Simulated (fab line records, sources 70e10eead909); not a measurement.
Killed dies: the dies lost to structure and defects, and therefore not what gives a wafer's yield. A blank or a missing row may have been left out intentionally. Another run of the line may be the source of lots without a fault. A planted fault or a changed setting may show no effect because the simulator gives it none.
Chamber matching ; flow nand_harc ; NHARC_A_ZERO_WELL_ETCH_13 on rie_si-03 has 4 sister chambers
The step etches the open film in HBr/Cl2, target depth 120 nm, time 40.1 s. 27 wafers are shown with their chamber, then 12 later ones without.

## EACH WAFER AND ITS CHAMBER
wafer;chamber;drypump_motor_current_A (A);oes_product_au (a.u.);throttle_valve_pct (%)
L074.3;2;5.61;0.985;26.419
L074.4;3;5.76;1.003;26.407
L074.5;0;6.19;0.979;26.391
L076.1;3;5.76;1.011;26.400
L076.4;0;6.13;0.989;26.405
L076.5;3;5.74;1.012;26.395
L078.1;3;5.74;1.018;26.406
L078.2;1;6.20;0.995;26.402
L078.5;1;6.19;0.999;26.409
L080.4;1;6.16;0.985;26.402
L080.5;2;5.65;0.993;26.398
L080.6;3;5.75;1.009;26.403
L085.4;2;5.65;1.004;26.390
L085.5;2;5.63;1.007;26.389
L085.6;3;5.74;1.014;26.405
L086.1;3;5.75;1.014;26.410
L086.2;2;5.62;1.016;26.415
L086.5;0;6.19;1.016;26.408
L087.1;3;5.73;1.012;26.405
L087.2;1;6.18;0.999;26.414
L087.6;0;6.16;1.012;26.395
L088.2;1;6.16;0.995;26.409
L088.3;0;6.18;0.992;26.404
L088.6;3;5.71;1.008;26.414
L090.1;2;5.64;0.990;26.395
L090.2;1;6.17;0.982;26.413
L090.3;0;6.20;0.995;26.401

SIGNATURES (averages over the wafers above)
reading;chamber 0;chamber 1;chamber 2;chamber 3;scatter within a chamber
drypump_motor_current_A;6.1750;6.1767;5.6333;5.7422;0.0186
oes_product_au;0.99717;0.99250;0.99917;1.01122;0.00956
throttle_valve_pct;26.40067;26.40817;26.40100;26.40500;0.00784
Rule: distance of a wafer from a chamber = root of the sum over the readings of ((wafer's reading minus chamber's mean) / reading's scatter) squared. If the next closest chamber is less than 2 further off than the closest, the wafer can't be placed; otherwise it belongs to the closest. How the scatter is found: for the shown wafers, subtract from each reading the mean of its chamber, square and add these, divide the total by (wafers less chambers), then take the root.

## WAFERS WHOSE CHAMBER IS MISSING
wafer;drypump_motor_current_A (A);oes_product_au (a.u.);throttle_valve_pct (%)
L093.4;6.18;1.011;26.406
L093.5;5.69;1.018;26.401
L093.6;6.18;0.990;26.410
L094.2;5.59;1.001;26.390
L094.5;6.17;1.010;26.402
L094.6;6.15;0.995;26.394
L096.1;5.74;1.021;26.401
L096.2;6.17;1.002;26.410
L096.5;5.64;1.007;26.414
L097.1;5.69;1.004;26.414
L097.3;6.18;1.004;26.409
L097.4;6.18;1.002;26.392

## WHICH CHAMBER EACH ONE RAN IN
wafer;from the rows above;in truth
L093.4;can't be placed: 0 or 1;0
L093.5;can't be placed: 3 or 2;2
L093.6;can't be placed: 1 or 0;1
L094.2;2;2
L094.5;can't be placed: 0 or 1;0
L094.6;can't be placed: 0 or 1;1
L096.1;3;3
L096.2;can't be placed: 1 or 0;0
L096.5;2;2
L097.1;can't be placed: 3 or 2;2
L097.3;can't be placed: 1 or 0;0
L097.4;can't be placed: 0 or 1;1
Placed correctly: 3 of 12. Not placeable from these rows: 9 (in 9, the candidates include the true chamber). Number placed wrongly: 0.
